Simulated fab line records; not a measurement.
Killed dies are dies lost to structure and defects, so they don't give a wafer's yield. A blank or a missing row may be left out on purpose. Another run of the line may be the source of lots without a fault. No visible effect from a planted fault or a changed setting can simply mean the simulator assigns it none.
Lot-split experiment	flow n5-finfet	route with 1938 steps; 7 lots, 21 wafers read

## THE SPLIT
At N5_BEOL_M13_ILD_DEP_00 (deposits SiOC from DEMS/O2, target thk 837.92 nm, time 166.4 s), the setting time-s was moved away from the recipe's 166.4 s on 10 of the 21 wafers read, by -11.8% to +8.1%. The other wafers ran this setting at the recipe's value.

No step appears in the file between the split and the reading.

## THE READING
M13_ILD_THK in nanometres, read at N5_BEOL_M13_THK_MEAS_01. A value of 839 nm with a standard deviation of 11 nm is what fault-free wafers of this fab line usually give.

wafer	tool, chamber at the split	time-s as run, s	against the recipe	M13_ILD_THK, nm	against lot-mates on the recipe
L076.3	pecvd-02, 1	166.4	recipe	832	-
L076.4	pecvd-02, 2	179.9	+8.1%	912	+80
L076.6	pecvd-02, 0	179.9	+8.1%	928	+96
L077.1	pecvd-03, 1	166.4	recipe	839	-
L077.2	pecvd-03, 2	177.2	+6.5%	878	+39
L077.5	pecvd-03, 2	166.4	recipe	839	-
L085.1	pecvd-02, 1	177.8	+6.9%	900	+46
L085.4	pecvd-02, 0	166.4	recipe	854	-
L085.5	pecvd-02, 2	177.8	+6.9%	909	+55
L088.1	pecvd-02, 0	160	-3.8%	799	-40
L088.4	pecvd-02, 2	166.4	recipe	839	-
L088.5	pecvd-02, 1	160	-3.8%	810	-29
L093.1	pecvd-04, 2	146.7	-11.8%	739	-87
L093.3	pecvd-04, 0	166.4	recipe	825	-
L093.6	pecvd-04, 1	166.4	recipe	827	-
L092.1	pecvd-04, 2	158.6	-4.7%	793	-45
L092.2	pecvd-04, 0	166.4	recipe	838	-
L092.3	pecvd-04, 1	158.6	-4.7%	789	-49
L094.2	pecvd-03, 1	166.4	recipe	823	-
L094.5	pecvd-03, 1	166.4	recipe	840	-
L094.6	pecvd-03, 2	166.4	recipe	827	-

FIT RESULTS
A straight line over all 21 wafers: M13_ILD_THK changes by +9.1 nm for each +1% of time-s; r = +0.98; the points scatter about the line by 9.7 nm.
The same after taking each lot's own level away (the mean of its wafers on the recipe; 21 wafers): +8.54 nm for each +1%; r = +0.98; scatter 9.7 nm.
Per that fit: largest time-s move, reading shift of 1e+02 nm.
The span of the lots' own levels, 826.0 to 854.0 nm, comes to 2.5 times the standard deviation stated above.
Consequently the slope shifts little with the lot-to-lot level, the two slopes agreeing.
Check: with one of the wafers moved furthest among these (-11.8%) left out of the fit, the line predicts -109 nm for it against its lot-mates. Against them it came out at -87 nm.

## FURTHER SPLITS ON THESE WAFERS
Other splits were also applied to these wafers ahead of the reading. Each is held against what the fit with the lots' levels taken away leaves over:
other split on the same wafers	wafers away from the commonest value	r with M13_ILD_THK (lot level and that fit taken away)
N5_BEOL_M10_PEB_26 peb-time-s	8	-0.01
N5_BEOL_M11_DESCUM_16 time-s	9	+0.09
N5_BEOL_M11_COAT_22 spin-rpm	7	-0.05
N5_BEOL_M12_CMP_49 down-force-psi	6	+0.20

## THE WHOLE CHAIN: every reading that the file lists as answering this split, in the file's order
step	what it does	reading	change (the file's fit)	r (the file's)
N5_BEOL_M13_ILD_DEP_00	deposits SiOC from DEMS/O2, target thk 837.92 nm, time 166.4 s	SiOC_of_BEOL_M13_ILD_DEP_00.thk-nm (the simulator's own value, which no gauge read)	+8.12 nm for each +1% of the setting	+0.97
N5_BEOL_M13_THK_MEAS_01		M13_ILD_THK	+8.11 for each +1% of the setting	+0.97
N5_BEOL_M13_VIA_ETCH_16	etches SiOC in C4F8/O2/Ar, target depth 921.7 nm	etch.depth-nm (the simulator's own value, which no gauge read)	+8.12 nm for each +1% of the setting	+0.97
N5_BEOL_M13_VIA_ETCH_16	etches SiOC in C4F8/O2/Ar, target depth 921.7 nm	coat_of_BEOL_M13_COAT_04.thk-nm (the simulator's own value, which no gauge read)	-2.18 nm for each +1% of the setting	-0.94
N5_BEOL_M13_STRIP_63	strips in N2/H2	strip-time-to-endpoint-s	withheld for each +1% of the setting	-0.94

## FILE'S OWN FIT
M13_ILD_THK changes by +8.11 nm for each +1% of time-s, r = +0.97.
